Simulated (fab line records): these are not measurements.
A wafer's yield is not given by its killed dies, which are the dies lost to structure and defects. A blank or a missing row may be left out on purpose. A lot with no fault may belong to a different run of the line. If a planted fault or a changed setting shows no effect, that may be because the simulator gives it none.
Which tool is to blame?	flow nand-harc	13 lots with 39 wafers sampled at 5 steps, on a route of 1159 steps

## WHAT EACH GAUGE READ, for each wafer
NHARC_THIN_TSV_CD_MEAS_33: target cd 5000 nm. Usual: cd-nm reads 5000.3 nm (standard deviation 2.4).
lot	measured	on	cd-nm (nm)	flag
L524	day 19 02:45	cd-sem-03	4999.2 4997.5 4999.0	
L525	day 19 07:01	cd-sem-01	5002.4 5002.7 5002.2	
L526	day 19 01:31	cd-sem-02	4996.3 5001.0 4997.2	
L532	day 23 13:39	cd-sem-01	5000.2 4997.2 5001.0	
L530	day 23 14:55	cd-sem-03	5000.2 5003.4 5003.8	
L537	day 23 22:13	cd-sem-02	4999.1 4998.4 5000.9	
L538	day 24 01:05	cd-sem-03	5001.0 5006.8 5001.7	
L544	day 24 03:54	cd-sem-03	4999.2 5000.5 5000.8	
L542	day 24 13:40	cd-sem-02	5000.7 5000.8 4996.3	
L545	day 24 12:49	cd-sem-01	5005.8 4997.4 5003.3	
L543	day 24 21:13	cd-sem-02	5006.0 4998.7 4998.5	
L546	day 24 22:46	cd-sem-03	5001.4 5004.1 5003.2	
L547	day 25 00:49	cd-sem-02	5001.8 5003.2 5000.6	

NHARC_END_SORT_01. Usual: killed-at-array 27, standard deviation 12; killed-at-other 0.9, standard deviation 1.1; killed-at-periphery 3.2, standard deviation 2.4; killed-dies 31, standard deviation 12; killed-open 3.3, standard deviation 1.7; killed-short 2.0, standard deviation 1.6.
lot	measured	on	killed-at-array	killed-at-other	killed-at-periphery	killed-dies	killed-open	killed-short	flag
L532	day 24 05:25	prober-01	20 146 21	0 1 0	4 4 5	24 151 26	4 4 3	1 1 1	
L530	day 24 11:29	prober-02	11 75 12	0 2 1	7 4 10	18 81 23	3 4 4	2 1 1	

## EACH LOT AND THE TOOL THAT RAN IT (in order: tool; ch and the chambers of the sampled wafers; start)
lot	NHARC_A_SGD_CUT_DEP_00	NHARC_THIN_TSV_ETCH_44	NHARC_THIN_TSV_DEGAS_53
L524	pecvd-04 ch 0,2, day 14 00:02	rie-diel-10 ch 0,1,2, day 18 21:03	pvd-sputter-02, day 19 01:35
L525	pecvd-04 ch 0,1, day 14 02:02	rie-diel-10 ch 0,2, day 19 01:20	pvd-sputter-01, day 19 05:52
L526	pecvd-01 ch 0,1,2, day 14 02:14	rie-diel-08 ch 0,1, day 18 19:50	pvd-sputter-02, day 19 00:23
L532	pecvd-04 ch 0,1,2, day 15 20:26	rie-diel-01 ch 0,1, day 23 07:44	pvd-sputter-01, day 23 12:31
L530	pecvd-04 ch 0,1,2, day 16 03:43	rie-diel-01 ch 0,1,3, day 23 09:00	pvd-sputter-02, day 23 13:53
L537	pecvd-03 ch 0,1, day 16 21:23	rie-diel-08 ch 0,1,3, day 23 15:01	pvd-sputter-02, day 23 21:10
L538	pecvd-01 ch 1, day 17 11:11	rie-diel-08 ch 0,1,2, day 23 18:43	pvd-sputter-03, day 23 23:58
L544	pecvd-04 ch 1,2, day 18 13:50	rie-diel-08 ch 0,1, day 23 22:11	pvd-sputter-03, day 24 02:43
L542	pecvd-04 ch 1,2, day 19 00:25	rie-diel-10 ch 0,1,2, day 24 08:02	pvd-sputter-02, day 24 12:32
L545	pecvd-04 ch 1,2, day 19 00:49	rie-diel-08 ch 1,2,3, day 24 07:08	pvd-sputter-03, day 24 11:40
L543	pecvd-04 ch 0,1,2, day 19 11:13	rie-diel-08 ch 2,3, day 24 15:17	pvd-sputter-03, day 24 20:03
L546	pecvd-01 ch 0,2, day 19 19:23	rie-diel-08 ch 0,2,3, day 24 16:55	pvd-sputter-03, day 24 21:37
L547	pecvd-01 ch 0,1,2, day 20 08:57	rie-diel-08 ch 0,3, day 24 19:11	pvd-sputter-03, day 24 23:47
- NHARC_A_SGD_CUT_DEP_00: deposits SiNx, target thk 50 nm.
- NHARC_THIN_TSV_ETCH_44: etches the open film in CF4/O2, target depth 1594.2 nm, time 797.1 s.
- NHARC_THIN_TSV_DEGAS_53: time 60 s.

## AS READ BY THE TOOLS THEMSELVES (means over the sampled wafers that have a number; for cases with no such wafer, the mark the record gives instead)
NHARC_A_SGD_CUT_DEP_00. Usual: heater-power-outer-w 447 W, standard deviation 54; heater-power-w 723 W, standard deviation 83.
lot	tool	heater-power-outer-w (W)	heater-power-w (W)	flag
L524	pecvd-04	420	687	
L525	pecvd-04	408	654	
L526	pecvd-01	487	792	
L532	pecvd-04	445	693	
L530	pecvd-04	428	675	
L537	pecvd-03	430	737	
L538	pecvd-01	471	710	
L544	pecvd-04	479	731	
L542	pecvd-04	442	679	
L545	pecvd-04	473	716	
L543	pecvd-04	395	639	
L546	pecvd-01	485	830	
L547	pecvd-01	502	837	

NHARC_THIN_TSV_ETCH_44. Usual: drypump-motor-current-A 5.7 A, standard deviation 0.34; oes-product-au 0.996 a.u., standard deviation 0.012; rf-vpp-V 793 V, standard deviation 5.1; showerhead-plenum-p-Torr 1.80 Torr, standard deviation 0.081; throttle-valve-pct 16.914 %, standard deviation 0.0089.
lot	tool	drypump-motor-current-A (A)	oes-product-au (a.u.)	rf-vpp-V (V)	showerhead-plenum-p-Torr (Torr)	throttle-valve-pct (%)	flag
L524	rie-diel-10	5.9	0.985	790	1.76	16.923	
L525	rie-diel-10	6.0	0.984	789	1.75	16.913	
L526	rie-diel-08	5.8	0.996	797	1.89	16.913	
L532	rie-diel-01	5.0	1.002	792	1.80	16.915	
L530	rie-diel-01	5.3	1.000	791	1.78	16.905	
L537	rie-diel-08	5.7	0.992	793	1.81	16.912	
L538	rie-diel-08	5.9	0.999	796	1.84	16.919	
L544	rie-diel-08	5.8	1.001	794	1.82	16.914	
L542	rie-diel-10	5.9	0.995	790	1.76	16.913	
L545	rie-diel-08	5.8	1.005	793	1.82	16.911	
L543	rie-diel-08	5.6	1.002	789	1.74	16.913	
L546	rie-diel-08	5.7	0.998	790	1.76	16.916	
L547	rie-diel-08	5.5	0.997	788	1.73	16.916	

NHARC_THIN_TSV_DEGAS_53. Usual: heater-power-w reads 462 W (standard deviation 40).
lot	tool	heater-power-w (W)	flag
L524	pvd-sputter-02	470	
L525	pvd-sputter-01	471	
L526	pvd-sputter-02	463	
L532	pvd-sputter-01	471	
L530	pvd-sputter-02	455	
L537	pvd-sputter-02	460	
L538	pvd-sputter-03	462	
L544	pvd-sputter-03	523	
L542	pvd-sputter-02	434	
L545	pvd-sputter-03	453	
L543	pvd-sputter-03	447	
L546	pvd-sputter-03	459	
L547	pvd-sputter-03	449	

## THE ANSWER, worked out from the rows above alone
Rule: a lot counts as off when the mean over its wafers that have a number is more than 3 standard deviations away from the usual mean. Also off: a lot with no number at a reading for which 4 or more lots have one. Where the step has rows for the other lots, those lots are counted as sound. After the gauges, taken in route order, come the tools' own readings; for these a lot's mean is taken, as printed above. The first step at which some lot is off is used, and at that step the reading that is off furthest; a lot without a number counts as furthest.
Across all readings shown, no lot is off: no conclusion can be drawn from this.

## WHAT THE SIMULATOR HAD INSERTED
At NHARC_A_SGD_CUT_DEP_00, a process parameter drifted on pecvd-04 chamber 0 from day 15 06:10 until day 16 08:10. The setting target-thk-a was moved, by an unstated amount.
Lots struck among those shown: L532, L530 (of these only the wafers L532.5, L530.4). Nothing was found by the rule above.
